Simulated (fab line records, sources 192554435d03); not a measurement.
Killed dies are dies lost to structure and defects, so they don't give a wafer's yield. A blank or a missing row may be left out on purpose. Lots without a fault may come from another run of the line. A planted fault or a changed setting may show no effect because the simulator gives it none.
A struck lot beside a sound one | flow n5_finfet | 36 steps out of a route of 1938
Sound: wafers L329.1, L329.2, L329.5. Struck: wafers L321.2, L321.3, L321.6. The cause comes at the end.
At each step with rows: each side's tool, then ch and its chambers, then its first start. Under that, the readings that differ: sound wafers | struck wafers | difference of the means | sigmas: that difference in standard deviations of wafers without a fault.
alike: readings whose means differ by less than 2 such deviations, and words and numbers that are the same on both sides. not compared: withheld readings, readings that some wafer has no value for, bounds like >300 that may hide the same value, and numbers for which the record gives no deviation and whose values overlap.
The two part at a step that has a row with sigmas, a row that says differs or no value, or rows on one side only. Numbers that don't overlap but have no deviation are shown without sigmas and don't part them. A reading that every wafer of one side lacks parts them only if that side has two wafers or more.

first, 8 steps without rows for these wafers: N5_BEOL_M3_ECD_50 (material Cu, target thk 300 nm); N5_BEOL_M3_ANNEAL_51 (time 90 s); N5_BEOL_M3_CMP_52 (polishes, stops on SiOC, t overpolish 6.8 s, target thk 40 nm); N5_BEOL_M3_PRE_CLEAN_60 (time 15 s); N5_BEOL_M3_CO_CAP_55 (material Co, precursor CCTBA/H2, target thk 2 nm, time 102.1 s); N5_BEOL_M3_PRE_CLEAN_56 (time 15 s); N5_BEOL_M3_DEP_57 (deposits SiCN from 3MS/NH3, target thk 8 nm, time 14 s); N5_BEOL_M4_ILD_DEP_00 (deposits SiOC from DEMS/O2, target thk 79 nm, time 15.3 s).
N5_BEOL_M4_PECVD_72: deposits SiO2 from TEOS/O2, target thk 16 nm, time 18 s.
  sound on pecvd-03 ch 0,1,2, day 12 03:28; struck on pecvd-03 ch 0,2, day 10 20:37
  no value came back on the struck wafers for any of 5 readings (chamber_pressure_Torr (Torr), heater_power_outer_w (W) and others); on the sound wafers chamber_pressure_Torr (Torr) reads 5.493 5.501 5.513
then, 25 steps without rows for these wafers: N5_BEOL_M4_HM_DEP_02 (deposits TiN, target thk 20 nm); N5_BEOL_M4_COAT_61 (time 60 s, resist thk 60 nm); N5_BEOL_M4_COAT_62 (time 60 s, resist thk 12 nm); N5_BEOL_M4_COAT_73 (time 60 s, resist thk 5 nm); N5_BEOL_M4_COAT_05 (resist thk 30 nm); N5_BEOL_M4_EBR_07; N5_BEOL_M4_SOFTBAKE_06 (time 60 s); N5_BEOL_M4_EXPOSE_08 (exposes mask M4); N5_BEOL_M4_PEB_09 (peb time 60 s); N5_BEOL_M4_DEVELOP_10 (develop time 30 s); N5_BEOL_M4_DESCUM_16 (chemistry O2, time 7 s); N5_BEOL_M4_ETCH_74 (etches underlayer in N2/H2, target depth 6.5 nm, time 5.2 s); N5_BEOL_M4_ETCH_63 (etches SiARC in CF4, target depth 15.6 nm, time 26 s); N5_BEOL_M4_ETCH_64 (etches SOC in N2/H2, target depth 75 nm, overetch 22.5 nm, time 121.9 s); N5_BEOL_M4_STRIP_65 (strips in N2/H2); N5_BEOL_M4_STRIP_75 (strips in N2/H2); N5_BEOL_M4_STRIP_66 (strips in CF4); N5_BEOL_M4_HM_OPEN_17 (chemistry Cl2/BCl3, target TiN, target depth 20 nm, overetch 6 nm); N5_BEOL_M4_STRIP_19 (strips in O2); N5_BEOL_M4_COAT_67 (time 60 s, resist thk 60 nm); N5_BEOL_M4_COAT_68 (time 60 s, resist thk 12 nm); N5_BEOL_M4_COAT_76 (time 60 s, resist thk 5 nm); N5_BEOL_M4_COAT_22 (resist thk 30 nm); N5_BEOL_M4_EBR_24; N5_BEOL_M4_SOFTBAKE_23 (time 60 s).
N5_BEOL_M4_RC_MEAS_101:
  sound on prober-02 ch 0, day 12 19:34; struck on prober-01 ch 0, day 11 10:52
  alike: DIBL_N, DIBL_P, IOFF_N, IOFF_P, ION_N, ION_P, SS_N, SS_P, VT_N, VT_P
-- the record jumps here: 5 days lie between the struck wafers' starts before and after (it left off in module BEOL_M4 and takes up again in module PASSIVATION, whose first step shown is number 1936 of the route) --
N5_PASSIVATION_PROBE_49:
  sound on prober-02, day 17 01:53; struck on prober-01, day 16 04:41
  reading                  | sound          | struck         | difference | sigmas
  defect_limited_yield (%) | 93.8 92.2 92.7 | 64.5 63.9 64.2 | -28.7      | -19
  killed_at_M4_up          | 8 14 10        | 331 351 350    | +333       | +65
  killed_dies              | 73 92 86       | 419 426 422    | +339       | +19
  killed_on_rim            | 11 14 14       | 116 126 127    | +110       | +24
  sort_bin_5_function (%)  | 3.5 4.5 3.9    | 32.7 33.4 33.0 | +29.1      | +29
  sort_n_pass              | 1107 1088 1094 | 761 754 758    | -339       | -19
  sort_yield_pct (%)       | 93.8 92.2 92.7 | 64.5 63.9 64.2 | -28.7      | -19
  alike: killed_at_M0_to_M3, killed_at_contacts, killed_at_front_end, killed_at_other, killed_open, killed_short, sort_bin_6_memory

WHERE THEY PART
First at N5_BEOL_M4_PECVD_72; last, within this record, at N5_PASSIVATION_PROBE_49.

WHY: what the simulator had put in
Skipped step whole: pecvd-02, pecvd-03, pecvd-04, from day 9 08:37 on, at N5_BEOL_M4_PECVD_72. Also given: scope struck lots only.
